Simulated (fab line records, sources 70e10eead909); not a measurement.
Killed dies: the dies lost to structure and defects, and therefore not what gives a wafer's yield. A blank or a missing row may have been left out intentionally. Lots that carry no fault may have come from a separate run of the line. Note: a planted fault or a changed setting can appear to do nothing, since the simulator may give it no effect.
fab line records	flow nand_harc
record: lots: 24	wafers: 72	last_day: 34
route steps=1302 shown A_STAIRCASE@737
lots with no fault: from the same line, run without faults
start_h: hours from the record's first day to the start of the lot's first wafer shown	wait_h: hours elapsed since this lot's preceding step	" unchanged from the row above	L1.1+2: a single row standing in for several wafers	- either no value or no given start	* or withheld: withheld	< > ~ a bound
route shown NAME@n: NAME is a module with steps in the file, n the number in the route of the first one	usual: mean and standard deviation over wafers with no fault	same: alike in all rows	chamber/n: place in a boat	sites: each site's reading	_std_site: standard deviation of those values	_edge_site: mean of outer sites minus mean of inner sites	radius_mm: for every site, how far away it sits from the centre of the wafer	mask NAME#n: copy n	behind: the most recent tool/chamber to have shaped the wafer	hold: why the lot was held/for how many hours/how that ended	device: names the non-switching transistor (n, p or np)	end of line: tests run on the same wafers once the route is complete	step lacking rows: just its recipe	killed: dies that structure and defects cost at the first sort, which is not the same as the wafer's yield	map: a wafer's dies, x killed, . not, _ none there
set.NAME: the setting that was run; set.NAME@STEP: the one run at that earlier step	model.NAME: the simulator's own value behind a step, which no gauge read
route steps across a sampled set of lots; one table per step, one row per wafer
services: from which hour (start_h, from the record's first day; less than 0 if before it) a tool's chamber was out of use, for how many hours, and why
== steps ==
step: NHARC_A_STAIRCASE_ETCH_223
recipe: target_depth_a: 1000	time_s: 40.5	ion_energy_ev: 400	c4f8_flow_sccm: 20	o2_flow_sccm: 10	ar_flow_sccm: withheld	rf_w: 600	bias_w: 1000	chemistry: C4F8/O2
usual: oes_product_au: 0.948/0.017	rf_vpp_V: 897/4.7
same: time_s: 40.5
lot.wafer	tool	chamber	start_h	wait_h	oes_product_au	rf_hours_counter_h	rf_vpp_V
L075.2	rie_diel-08	1	-	-	0.938	57	901
L075.3	"	3	"	"	0.952	53	894
L075.5	"	0	"	"	0.958	-	898
L076.1	rie_diel-11	3	-	-	0.956	31	902
L076.2	"	1	"	"	0.958	32	896
L076.5	"	3	"	"	0.948	-	901
L074.4	rie_diel-01	0	-	-	0.932	49	886
L074.3	"	3	"	"	0.931	52	892
L074.5	"	1	"	"	0.938	-	897
L077.2	rie_diel-11	0	-	-	0.937	40	898
L077.4	"	2	"	"	0.948	-	900
L077.6	"	0	"	"	0.946	-	899
L078.2	rie_diel-11	2	-	-	0.947	46	900
L078.1	"	3	"	"	0.954	46	902
L078.4	"	3	"	"	0.964	-	903
L080.1	rie_diel-08	3	-	-	0.950	9	894
L080.2	"	1	"	"	0.936	8	900
L080.4	"	3	"	"	0.944	-	894
L079.2	rie_diel-11	0	-	-	0.952	47	897
L079.6	"	1	"	"	0.940	-	896
L079.5	"	2	"	"	0.954	-	899
L082.1	rie_diel-01	2	-	-	0.944	14	888
L082.5	"	0	"	"	0.939	-	905
L082.6	"	1	"	"	0.944	-	898
L084.1	rie_diel-08	2	-	-	0.930	18	893
L084.3	"	3	"	"	0.948	20	893
L084.5	"	2	"	"	0.933	-	893
L081.2	rie_diel-08	3	-	-	0.942	22	895
L081.1	"	0	"	"	0.953	17	897
L081.4	"	1	"	"	0.938	22	900
L083.1	rie_diel-11	1	-	-	0.950	7	895
L083.4	"	2	"	"	0.953	9	901
L083.3	"	0	"	"	0.937	9	898
L085.3	rie_diel-01	0	-	-	0.951	30	905
L085.4	"	1	"	"	0.958	33	897
L085.5	"	1	"	"	0.943	-	897
L086.1	rie_diel-08	2	-	-	0.925	31	894
L086.6	"	1	"	"	0.955	-	900
L086.5	"	2	"	"	0.932	-	893
L088.1	rie_diel-08	0	-	-	0.955	35	896
L088.4	"	1	"	"	0.948	36	899
L088.6	"	0	"	"	0.951	-	898
L087.4	rie_diel-01	0	498.63	-	1.009	37	905
L087.1	"	1	"	"	1.011	38	899
L087.6	"	0	"	"	1.005	-	905
L089.2	rie_diel-01	2	-	-	0.966	32	888
L089.3	"	3	"	"	0.942	33	890
L089.6	"	2	"	"	0.965	-	887
L090.3	rie_diel-01	1	-	-	0.952	47	898
L090.1	"	2	"	"	0.950	41	887
L090.6	"	1	"	"	0.955	-	899
L091.2	rie_diel-01	3	-	-	0.908	42	892
L091.1	"	0	"	"	0.935	46	906
L091.3	"	1	"	"	0.928	48	897
L092.4	rie_diel-11	1	-	-	0.931	25	893
L092.3	"	2	"	"	0.953	25	897
L092.6	"	2	"	"	0.943	-	899
L093.2	rie_diel-01	1	-	-	0.943	58	897
L093.4	"	2	"	"	0.954	50	887
L093.5	"	1	"	"	0.945	-	897
L094.1	rie_diel-11	1	-	-	0.938	31	893
L094.4	"	2	"	"	0.952	34	899
L094.3	"	3	"	"	0.946	35	903
L097.2	rie_diel-11	3	-	-	0.965	44	902
L097.1	"	2	"	"	0.959	39	898
L097.5	"	0	"	"	0.955	-	896
L096.3	rie_diel-08	0	-	-	0.943	9	898
L096.1	"	2	"	"	0.949	8	892
L096.6	"	0	"	"	0.948	-	896
L095.3	rie_diel-11	2	-	-	0.929	45	897
L095.4	"	0	"	"	0.943	47	896
L095.6	"	3	"	"	0.941	-	902
step: NHARC_A_STAIRCASE_ETCH_225
recipe: target_depth_a: 1000	time_s: 40.5	ion_energy_ev: 400	c4f8_flow_sccm: 20	o2_flow_sccm: 10	ar_flow_sccm: withheld	rf_w: 600	bias_w: 1000	chemistry: C4F8/O2
usual: oes_product_au: 0.945/0.012	rf_vpp_V: 897/4.6
same: time_s: 40.5
lot.wafer	tool	chamber	start_h	wait_h	oes_product_au	rf_hours_counter_h	rf_vpp_V
L075.2	rie_diel-08	0	-	-	0.952	57	898
L075.3	"	2	"	"	0.932	53	893
L075.5	"	3	"	"	0.926	-	895
L076.1	rie_diel-11	2	-	-	0.972	34	901
L076.2	"	3	"	"	0.961	31	902
L076.5	"	1	"	"	0.949	-	895
L074.3	rie_diel-01	2	-	-	0.945	54	887
L074.4	"	0	"	"	0.947	49	886
L074.5	"	1	"	"	0.950	-	899
L077.2	rie_diel-11	2	-	-	0.957	45	899
L077.4	"	2	"	"	0.948	-	900
L077.6	"	0	"	"	0.940	-	897
L078.2	rie_diel-11	3	-	-	0.944	46	903
L078.1	"	0	"	"	0.934	41	898
L078.4	"	3	"	"	0.945	-	905
L080.2	rie_diel-08	2	-	-	0.932	8	894
L080.1	"	3	"	"	0.941	9	895
L080.4	"	1	"	"	0.924	-	902
L079.2	rie_diel-11	3	-	-	0.966	52	903
L079.6	"	2	"	"	0.954	-	898
L079.5	"	3	"	"	0.959	-	903
L082.1	rie_diel-01	0	-	-	0.946	19	905
L082.5	"	1	"	"	0.942	-	898
L082.6	"	2	"	"	0.950	-	887
L084.1	rie_diel-08	0	-	-	0.944	15	898
L084.3	"	1	"	"	0.935	19	900
L084.5	"	0	"	"	0.952	-	897
L081.2	rie_diel-08	3	-	-	0.948	23	895
L081.1	"	0	"	"	0.958	18	898
L081.4	"	2	"	"	0.934	22	894
L083.4	rie_diel-11	1	-	-	0.939	7	895
L083.1	"	2	"	"	0.952	9	899
L083.3	"	3	"	"	0.935	11	902
L085.4	rie_diel-01	3	-	-	0.933	28	892
L085.3	"	0	"	"	0.954	30	906
L085.5	"	3	"	"	0.935	-	891
L086.1	rie_diel-08	3	-	-	0.958	30	894
L086.5	"	2	"	"	0.935	-	893
L086.6	"	3	"	"	0.953	-	892
L088.4	rie_diel-08	0	-	-	0.954	35	899
L088.1	"	3	"	"	0.954	42	893
L088.6	"	0	"	"	0.951	-	898
L087.1	rie_diel-11	0	-	-	0.951	17	895
L087.4	"	2	"	"	0.956	17	898
L087.6	"	0	"	"	0.951	-	896
L089.2	rie_diel-01	0	-	-	0.941	37	905
L089.3	"	3	"	"	0.931	33	891
L089.6	"	1	"	"	0.960	-	897
L090.1	rie_diel-01	3	-	-	0.920	41	890
L090.3	"	1	"	"	0.937	48	899
L090.6	"	0	"	"	0.934	-	903
L091.1	rie_diel-01	2	-	-	0.959	42	888
L091.2	"	0	"	"	0.944	47	905
L091.3	"	1	"	"	0.937	48	898
L092.3	rie_diel-11	0	-	-	0.960	29	896
L092.4	"	3	"	"	0.946	27	902
L092.6	"	0	"	"	0.952	-	897
L093.4	rie_diel-01	0	-	-	0.950	55	906
L093.2	"	1	"	"	0.962	58	898
L093.5	"	3	"	"	0.950	-	890
L094.4	rie_diel-11	1	-	-	0.947	31	896
L094.3	"	2	"	"	0.939	34	899
L094.1	"	3	"	"	0.948	35	902
L097.1	rie_diel-11	0	-	-	0.945	43	895
L097.2	"	2	"	"	0.950	39	900
L097.5	"	3	"	"	0.949	-	903
L096.1	rie_diel-08	1	-	-	0.937	10	899
L096.3	"	3	"	"	0.937	7	895
L096.6	"	2	"	"	0.957	-	893
L095.4	rie_diel-11	1	-	-	0.913	46	894
L095.3	"	3	"	"	0.927	50	902
L095.6	"	1	"	"	0.915	-	894
step: NHARC_A_STAIRCASE_ETCH_230
recipe: target_depth_a: 1000	time_s: 40.5	ion_energy_ev: 400	c4f8_flow_sccm: 20	o2_flow_sccm: 10	ar_flow_sccm: withheld	rf_w: 600	bias_w: 1000	chemistry: C4F8/O2
usual: oes_product_au: 0.948/0.017	rf_vpp_V: 897/5
same: time_s: 40.5
lot.wafer	tool	chamber	start_h	wait_h	oes_product_au	rf_hours_counter_h	rf_vpp_V
L075.2	rie_diel-11	1	-	-	0.941	32	895
L075.3	"	0	"	"	0.970	29	899
L075.5	"	1	"	"	0.945	-	895
L076.2	rie_diel-08	1	-	-	0.962	58	900
L076.1	"	3	"	"	0.964	53	896
L076.5	"	1	"	"	0.964	-	901
L074.3	rie_diel-01	0	-	-	0.938	49	885
L074.4	"	2	"	"	0.948	55	887
L074.5	"	0	"	"	0.931	-	886
L077.2	rie_diel-11	0	-	-	0.941	41	895
L077.6	"	2	"	"	0.951	-	900
L077.4	"	3	"	"	0.966	-	902
L078.2	rie_diel-08	2	-	-	0.923	4	894
L078.1	"	3	"	"	0.920	4	894
L078.4	"	0	"	"	0.941	4	897
L080.2	rie_diel-08	2	-	-	0.933	9	894
L080.1	"	3	"	"	0.950	9	892
L080.4	"	2	"	"	0.936	-	892
L079.2	rie_diel-01	2	-	-	0.941	7	887
L079.6	"	3	"	"	0.924	-	893
L079.5	"	0	"	"	0.931	-	906
L082.1	rie_diel-11	0	-	-	0.944	1	898
L082.5	"	2	"	"	0.973	-	900
L082.6	"	3	"	"	0.948	-	901
L084.3	rie_diel-08	3	-	-	0.941	20	894
L084.1	"	0	"	"	0.933	15	898
L084.5	"	2	"	"	0.934	-	894
L081.2	rie_diel-08	1	-	-	0.945	22	900
L081.1	"	2	"	"	0.932	22	893
L081.4	"	0	"	"	0.946	18	897
L083.1	rie_diel-01	1	-	-	0.956	30	898
L083.3	"	2	"	"	0.929	22	887
L083.4	"	3	"	"	0.908	25	892
L085.3	rie_diel-01	0	-	-	0.942	31	905
L085.4	"	2	"	"	0.974	25	887
L085.5	"	0	"	"	0.945	-	907
L086.1	rie_diel-08	2	-	-	0.939	31	893
L086.5	"	2	"	"	0.940	-	893
L086.6	"	3	"	"	0.945	-	893
L088.4	rie_diel-11	2	-	-	0.930	16	898
L088.1	"	3	"	"	0.960	16	902
L088.6	"	1	"	"	0.924	-	895
L087.4	rie_diel-11	3	-	-	0.967	17	902
L087.1	"	1	"	"	0.948	14	894
L087.6	"	0	"	"	0.971	-	897
L089.3	rie_diel-01	1	-	-	0.948	39	898
L089.2	"	2	"	"	0.961	32	887
L089.6	"	0	"	"	0.949	-	907
L090.1	rie_diel-01	2	-	-	0.940	42	887
L090.3	"	0	"	"	0.940	46	904
L090.6	"	3	"	"	0.918	-	892
L091.1	rie_diel-11	3	-	-	0.977	26	901
L091.3	"	0	"	"	0.963	27	897
L091.2	"	1	"	"	0.947	23	893
L092.4	rie_diel-01	3	-	-	0.931	44	892
L092.3	"	0	"	"	0.951	49	905
L092.6	"	0	"	"	0.957	-	906
L093.2	rie_diel-01	0	-	-	0.954	55	905
L093.4	"	2	"	"	0.980	50	887
L093.5	"	3	"	"	0.937	-	892
L094.1	rie_diel-11	2	-	-	0.960	34	900
L094.4	"	3	"	"	0.953	35	901
L094.3	"	0	"	"	0.946	35	896
L097.2	rie_diel-01	1	-	-	0.973	4	896
L097.1	"	0	"	"	0.962	6	905
L097.5	"	2	"	"	0.965	-	906
L096.1	rie_diel-11	3	-	-	0.983	44	901
L096.3	"	1	"	"	0.955	41	895
L096.6	"	3	"	"	0.978	-	902
L095.4	rie_diel-08	3	-	-	0.943	15	893
L095.3	"	2	"	"	0.960	14	892
L095.6	"	3	"	"	0.944	-	893
step: NHARC_A_STAIRCASE_DESCUM_252
recipe: time_s: 3	o2_flow_sccm: 200	ar_flow_sccm: 0	bias_power_w: 0	chemistry: O2
usual: drypump_motor_current_A: 5.7/0.48	oes_product_au: 1.004/0.011	rf_vpp_V: 57.8/0.86	showerhead_plenum_p_Torr: 1.92/0.077	throttle_valve_pct: 11.312/0.0094
same: time_s: 3
lot.wafer	tool	chamber	start_h	wait_h	drypump_motor_current_A	oes_product_au	rf_hours_counter_h	rf_vpp_V	showerhead_plenum_p_Torr	throttle_valve_pct
L075.3	rie_diel-08	0	368.50	-	5.3	0.999	58	57.8	1.95	11.303
L075.2	"	2	"	"	5.6	0.990	54	57.3	1.88	11.313
L075.5	"	1	"	"	5.6	0.991	-	58.2	1.99	11.318
L076.2	rie_diel-01	0	369.46	-	5.4	1.001	43	58.0	1.76	11.319
L076.1	"	2	"	"	6.2	0.999	46	56.4	1.79	11.303
L076.5	"	0	"	"	5.4	1.010	-	58.9	1.76	11.311
L074.3	rie_diel-11	3	383.00	-	5.2	1.016	41	58.3	2.02	11.310
L074.4	"	0	"	"	6.7	0.994	-	57.9	1.93	11.310
L074.5	"	2	"	"	5.4	1.024	-	56.8	1.97	11.318
L077.2	rie_diel-08	2	391.79	-	5.6	0.988	4	57.8	1.88	11.301
L077.4	"	3	"	"	5.8	1.004	3	58.3	1.89	11.312
L077.6	"	2	"	"	5.6	0.976	-	57.4	1.88	11.318
L078.1	rie_diel-11	3	395.27	-	5.3	1.014	46	59.1	2.02	11.309
L078.2	"	0	"	"	6.6	1.009	42	58.2	1.93	11.305
L078.4	"	1	"	"	5.1	1.008	39	57.9	1.90	11.311
L080.1	rie_diel-11	0	412.91	-	6.6	0.995	47	57.8	1.93	11.318
L080.2	"	1	"	"	5.1	1.003	44	57.8	1.89	11.317
L080.4	"	3	"	"	5.2	1.007	52	57.2	2.02	11.323
L079.2	rie_diel-01	2	417.57	-	6.2	1.005	7	57.3	1.78	11.306
L079.5	"	0	"	"	5.5	1.000	-	57.5	2.07	11.308
L079.6	"	1	"	"	5.9	1.008	-	56.2	1.94	11.316
L084.3	rie_diel-11	2	455.51	-	5.4	1.011	7	57.5	1.96	11.319
L084.1	"	1	"	"	5.1	0.998	5	57.3	1.89	11.317
L084.5	"	2	"	"	5.4	1.013	-	57.5	1.97	11.316
L082.1	rie_diel-11	1	456.67	-	5.1	1.013	5	58.3	1.89	11.306
L082.6	"	1	"	"	5.1	1.002	-	57.6	1.89	11.301
L082.5	"	2	"	"	5.4	1.018	-	58.4	1.96	11.298
L081.4	rie_diel-08	0	458.77	-	5.3	1.009	18	57.6	1.94	11.317
L081.1	"	1	"	"	5.6	0.995	23	59.5	1.98	11.320
L081.2	"	3	"	"	5.8	1.008	23	58.3	1.88	11.314
L083.4	rie_diel-01	0	466.88	-	5.5	1.016	28	57.5	2.07	11.322
L083.3	"	1	"	"	5.9	1.015	31	57.3	1.93	11.294
L083.1	"	3	"	"	5.7	0.986	26	58.2	1.84	11.305
L085.3	rie_diel-08	2	476.60	-	5.6	0.991	32	56.8	1.87	11.297
L085.4	"	1	"	"	5.6	1.008	32	58.7	1.98	11.326
L085.5	"	3	"	"	5.8	1.003	-	59.0	1.88	11.315
L086.1	rie_diel-11	3	477.63	-	5.2	0.994	14	58.9	2.01	11.297
L086.5	"	2	"	"	5.4	1.011	-	57.3	1.96	11.312
L086.6	"	3	"	"	5.2	0.999	-	57.6	2.01	11.308
L088.1	rie_diel-11	3	500.62	-	5.3	1.000	17	58.8	2.01	11.326
L088.4	"	2	"	"	5.4	1.009	17	58.1	1.96	11.307
L088.6	"	3	"	"	5.2	1.000	-	57.4	2.01	11.317
L087.4	rie_diel-11	0	501.75	-	6.7	1.011	17	57.5	1.92	11.289
L087.1	"	3	"	"	5.2	0.999	17	57.9	2.01	11.321
L087.6	"	0	"	"	6.6	0.987	-	57.4	1.92	11.325
L089.2	rie_diel-01	2	504.93	-	6.2	1.011	34	57.1	1.78	11.314
L089.3	"	3	"	"	5.7	0.989	35	56.7	1.84	11.315
L089.6	"	1	"	"	5.9	0.999	-	59.2	1.93	11.317
L090.1	rie_diel-01	3	526.83	-	5.6	1.003	42	56.5	1.84	11.311
L090.3	"	1	"	"	5.9	1.015	49	59.0	1.93	11.314
L090.6	"	3	"	"	5.7	1.000	-	58.5	1.84	11.315
L091.1	rie_diel-01	2	527.58	-	6.2	1.028	43	57.0	1.77	11.315
L091.3	"	0	"	"	5.4	1.004	47	58.9	2.06	11.306
L091.2	"	1	"	"	5.9	1.010	49	57.5	1.93	11.293
L092.4	rie_diel-01	3	534.77	-	5.7	0.990	44	56.5	1.84	11.308
L092.3	"	1	"	"	5.9	0.995	52	57.2	1.92	11.315
L092.6	"	3	"	"	5.7	0.989	-	57.3	1.84	11.299
L093.2	rie_diel-11	0	552.63	-	6.6	1.027	35	58.6	1.92	11.319
L093.4	"	2	"	"	5.4	1.021	34	58.9	1.96	11.316
L093.5	"	1	"	"	5.1	1.000	-	57.0	1.88	11.324
L094.4	rie_diel-01	3	555.51	-	5.7	0.980	50	58.1	1.83	11.312
L094.1	"	0	"	"	5.5	1.012	56	59.1	2.06	11.322
L094.3	"	1	"	"	5.9	1.003	59	58.8	1.92	11.325
L097.1	rie_diel-11	3	586.78	-	5.2	1.005	45	58.6	2.00	11.311
L097.2	"	0	"	"	6.7	1.000	44	58.6	1.92	11.308
L097.5	"	2	"	"	5.4	1.005	-	59.1	1.95	11.319
L096.1	rie_diel-11	0	587.17	-	6.6	1.009	44	57.9	1.92	11.281
L096.3	"	1	"	"	5.1	0.991	41	57.0	1.88	11.296
L096.6	"	0	"	"	6.6	1.007	-	59.2	1.92	11.323
L095.3	rie_diel-11	2	597.01	-	5.4	1.008	46	57.4	1.95	11.300
L095.4	"	0	"	"	6.6	1.011	49	58.3	1.91	11.306
L095.6	"	1	"	"	5.1	1.007	-	57.0	1.88	11.318
step: NHARC_A_STAIRCASE_DEP_259
recipe: target_thk_a: 300	target_thk_nm: 30	temp_c: 400	pressure_torr: 3.5	flow_sccm: 200	rf_w: 350	material: SiON
usual: heater_power_w: 744/110
lot.wafer	tool	chamber	start_h	wait_h	heater_power_w
L075.2	pecvd-04	1	371.38	1.3	827
L075.3	"	2	"	"	554
L075.5	"	1	"	"	833
L076.2	pecvd-01	0	382.44	1.2	712
L076.1	"	1	"	"	770
L076.5	"	1	"	"	801
L074.3	pecvd-04	1	385.86	0.9	771
L074.5	"	1	"	"	771
L074.4	"	0	"	"	962
L077.2	pecvd-01	2	399.43	1.3	710
L077.6	"	2	"	"	688
L077.4	"	1	"	"	804
L078.2	pecvd-04	2	401.28	1.3	582
L078.1	"	1	"	"	872
L078.4	"	2	"	"	580
L080.2	pecvd-01	0	415.79	1.3	828
L080.1	"	1	"	"	760
L080.4	"	2	"	"	681
L079.2	pecvd-04	0	420.43	1.3	816
L079.6	"	0	"	"	829
L079.5	"	1	"	"	778
L084.1	pecvd-02	1	458.48	1.7	805
L084.3	"	2	"	"	648
L084.5	"	1	"	"	768
L082.1	pecvd-01	0	460.15	1.6	817
L082.6	"	1	"	"	847
L082.5	"	0	"	"	833
L081.1	pecvd-01	1	461.96	1.6	728
L081.2	"	2	"	"	618
L081.4	"	2	"	"	614
L083.1	pecvd-04	0	473.54	1.6	878
L083.3	"	1	"	"	884
L083.4	"	2	"	"	545
L085.3	pecvd-02	0	479.42	0.9	562
L085.4	"	0	"	"	587
L085.5	"	2	"	"	653
L086.1	pecvd-01	0	481.30	1.6	743
L086.5	"	1	"	"	854
L086.6	"	2	"	"	599
L088.1	pecvd-02	1	504.40	1.6	733
L088.4	"	2	"	"	729
L088.6	"	1	"	"	760
L087.1	pecvd-02	2	505.76	1.6	683
L087.6	"	1	"	"	796
L087.4	"	2	"	"	685
L089.2	pecvd-04	2	507.81	1.3	591
L089.3	"	0	"	"	946
L089.6	"	2	"	"	605
L090.1	pecvd-04	0	529.70	1.5	863
L090.3	"	1	"	"	788
L090.6	"	0	"	"	840
L091.3	pecvd-04	2	530.76	0.9	594
L091.1	"	0	"	"	955
L091.2	"	1	"	"	784
L092.3	pecvd-02	2	539.40	0.9	645
L092.4	"	0	"	"	619
L092.6	"	1	"	"	821
L093.2	pecvd-04	0	559.58	1.3	959
L093.4	"	0	"	"	936
L093.5	"	1	"	"	800
L094.3	pecvd-04	1	560.85	1.0	929
L094.1	"	2	"	"	587
L094.4	"	0	"	"	906
L097.2	pecvd-04	0	589.69	1.3	922
L097.1	"	1	"	"	814
L097.5	"	0	"	"	932
L096.3	pecvd-04	2	590.05	1.0	622
L096.1	"	0	"	"	854
L096.6	"	1	"	"	789
L095.3	pecvd-01	2	601.01	1.0	691
L095.4	"	0	"	"	690
L095.6	"	1	"	"	836
step: NHARC_A_STAIRCASE_STRIP_295
recipe: o2_flow_sccm: 500	ar_flow_sccm: 0	bias_w: 0	chemistry: O2
usual: drypump_motor_current_A: 5.7/0.48	oes_product_au: 1.004/0.0095	rf_vpp_V: 57.9/0.86	showerhead_plenum_p_Torr: 3.56/0.13	throttle_valve_pct: 17.036/0.01
lot.wafer	tool	chamber	start_h	wait_h	drypump_motor_current_A	oes_product_au	rf_hours_counter_h	rf_vpp_V	showerhead_plenum_p_Torr	throttle_valve_pct
L075.3	rie_diel-11	3	-	-	5.3	1.016	43	58.9	3.72	17.033
L075.2	"	0	"	"	6.7	0.997	39	57.5	3.56	17.037
L075.5	"	3	"	"	5.3	1.016	-	57.5	3.72	17.035
L076.2	rie_diel-01	1	-	-	5.9	1.006	1	58.7	3.58	17.038
L076.1	"	2	"	"	6.2	1.012	1	56.8	3.31	17.040
L076.5	"	0	"	"	5.4	0.991	-	57.9	3.81	17.043
L074.3	rie_diel-11	3	-	-	5.2	1.014	46	58.1	3.72	17.036
L074.4	"	2	"	"	5.4	1.011	47	57.0	3.63	17.027
L074.5	"	0	"	"	6.6	1.010	-	59.3	3.56	17.048
L077.2	rie_diel-11	3	-	-	5.2	1.006	50	57.9	3.71	17.044
L077.4	"	2	"	"	5.4	0.997	50	57.0	3.62	17.030
L077.6	"	0	"	"	6.7	0.999	-	57.0	3.56	17.030
L078.4	rie_diel-11	3	-	-	5.2	1.009	51	58.0	3.71	17.011
L078.1	"	0	"	"	6.7	1.007	46	57.6	3.56	17.047
L078.2	"	1	"	"	5.1	1.010	43	57.8	3.50	17.040
L080.4	rie_diel-08	0	-	-	5.4	1.001	8	57.6	3.58	17.021
L080.2	"	1	"	"	5.6	0.996	12	57.3	3.65	17.044
L080.1	"	3	"	"	5.8	1.002	13	56.5	3.48	17.036
L079.2	rie_diel-11	0	-	-	6.7	1.002	51	56.8	3.56	17.034
L079.6	"	0	"	"	6.7	1.004	-	57.2	3.56	17.059
L079.5	"	1	"	"	5.1	1.017	-	59.7	3.49	17.056
L084.3	rie_diel-11	0	-	-	6.7	0.998	9	57.7	3.55	17.039
L084.1	"	1	"	"	5.1	1.006	8	58.6	3.49	17.030
L084.5	"	2	"	"	5.4	1.000	-	58.2	3.62	17.050
L082.1	rie_diel-11	0	-	-	6.6	1.003	10	56.6	3.55	17.047
L082.6	"	3	"	"	5.2	1.011	-	58.2	3.70	17.048
L082.5	"	0	"	"	6.7	1.013	-	58.1	3.55	17.042
L081.1	rie_diel-11	2	-	-	5.4	1.004	12	56.4	3.61	17.020
L081.4	"	0	"	"	6.7	1.000	12	56.7	3.55	17.032
L081.2	"	1	"	"	5.1	0.991	10	57.2	3.49	17.029
L083.3	rie_diel-08	3	-	-	5.9	1.008	36	58.3	3.47	17.043
L083.1	"	2	"	"	5.6	0.999	36	57.5	3.45	17.033
L083.4	"	0	"	"	5.4	1.012	-	58.4	3.57	17.046
L085.3	rie_diel-11	2	-	-	5.4	1.002	14	59.5	3.61	17.036
L085.5	"	1	"	"	5.1	0.987	-	57.0	3.49	17.042
L085.4	"	2	"	"	5.4	1.004	-	57.9	3.61	17.041
L086.1	rie_diel-01	2	-	-	6.2	1.016	29	58.2	3.29	17.044
L086.5	"	2	"	"	6.2	1.014	-	58.0	3.29	17.047
L086.6	"	0	"	"	5.4	1.009	-	57.1	3.79	17.042
L088.1	rie_diel-01	2	-	-	6.2	1.014	36	55.8	3.29	17.034
L088.4	"	1	"	"	5.9	1.005	43	57.7	3.55	17.030
L088.6	"	2	"	"	6.2	1.026	-	57.9	3.29	17.027
L089.3	rie_diel-01	0	-	-	5.4	1.005	45	58.4	3.78	17.021
L089.2	"	2	"	"	6.2	1.018	40	55.9	3.29	17.024
L089.6	"	3	"	"	5.7	0.988	-	57.2	3.40	17.029
L087.1	rie_diel-08	0	-	-	5.4	0.998	42	56.9	3.56	17.023
L087.4	"	1	"	"	5.6	1.002	44	59.2	3.63	17.023
L087.6	"	3	"	"	5.8	0.998	-	58.4	3.46	17.032
L090.3	rie_diel-01	3	-	-	5.7	0.981	46	58.2	3.40	17.046
L090.1	"	0	"	"	5.5	1.003	52	59.5	3.78	17.024
L090.6	"	2	"	"	6.2	1.019	-	57.0	3.28	17.036
L091.3	rie_diel-01	3	-	-	5.7	0.999	47	57.9	3.39	17.039
L091.1	"	0	"	"	5.5	1.023	53	57.9	3.78	17.028
L091.2	"	2	"	"	6.2	1.027	48	57.1	3.28	17.037
L092.4	rie_diel-08	2	-	-	5.6	0.990	61	58.0	3.43	17.047
L092.3	"	1	"	"	5.6	0.992	58	58.4	3.62	17.041
L092.6	"	3	"	"	5.9	0.998	-	57.0	3.45	17.041
L093.2	rie_diel-11	2	-	-	5.4	1.008	36	59.3	3.60	17.031
L093.4	"	3	"	"	5.3	1.011	40	58.9	3.69	17.022
L093.5	"	2	"	"	5.4	1.011	-	59.1	3.60	17.060
L094.4	rie_diel-11	2	-	-	5.4	1.005	36	57.2	3.60	17.023
L094.3	"	3	"	"	5.2	1.019	41	58.2	3.69	17.023
L094.1	"	0	"	"	6.6	1.017	41	58.0	3.53	17.039
L096.1	rie_diel-01	1	-	-	5.9	1.010	11	57.6	3.54	17.035
L096.3	"	3	"	"	5.7	0.991	12	56.3	3.39	17.034
L096.6	"	0	"	"	5.4	0.993	-	57.9	3.77	17.028
L097.1	rie_diel-11	3	-	-	5.3	1.008	52	57.6	3.68	17.060
L097.2	"	0	"	"	6.7	1.008	51	58.3	3.53	17.043
L097.5	"	2	"	"	5.4	1.023	-	58.5	3.59	17.028
L095.3	rie_diel-01	0	-	-	5.4	0.998	17	57.7	3.77	17.059
L095.4	"	1	"	"	5.9	1.001	15	56.9	3.53	17.034
L095.6	"	3	"	"	5.7	0.987	-	56.7	3.38	17.054
== services ==
tool	chamber	start_h	hours	kind
rie_diel-01	3	341.35	4.0	repair
rie_diel-08	-	371.91	9.0	pm
rie_diel-11	2	374.60	5.1	repair
rie_diel-11	0	376.23	4.5	repair
rie_diel-11	1	382.95	10.2	repair
pecvd-04	0	396.76	18.1	repair
rie_diel-08	0	405.01	15.9	repair
rie_diel-01	2	406.95	6.4	repair
rie_diel-01	2	418.99	8.1	repair
rie_diel-08	0	432.64	2.7	repair
rie_diel-11	-	435.98	9.0	pm
pecvd-04	-	450.12	13.0	pm
rie_diel-01	3	461.79	1.3	repair
rie_diel-01	3	474.99	5.7	repair
rie_diel-08	1	481.25	4.0	repair
rie_diel-11	3	486.50	8.3	repair
rie_diel-08	-	498.61	5.7	repair
pecvd-04	-	511.54	0.3	repair
rie_diel-08	-	548.91	9.0	pm
rie_diel-01	-	557.90	9.0	pm
rie_diel-11	2	559.48	3.5	repair
rie_diel-01	-	591.56	0.6	repair
pecvd-04	2	599.65	8.6	repair
rie_diel-11	-	613.16	9.0	pm
== key ==
fault none
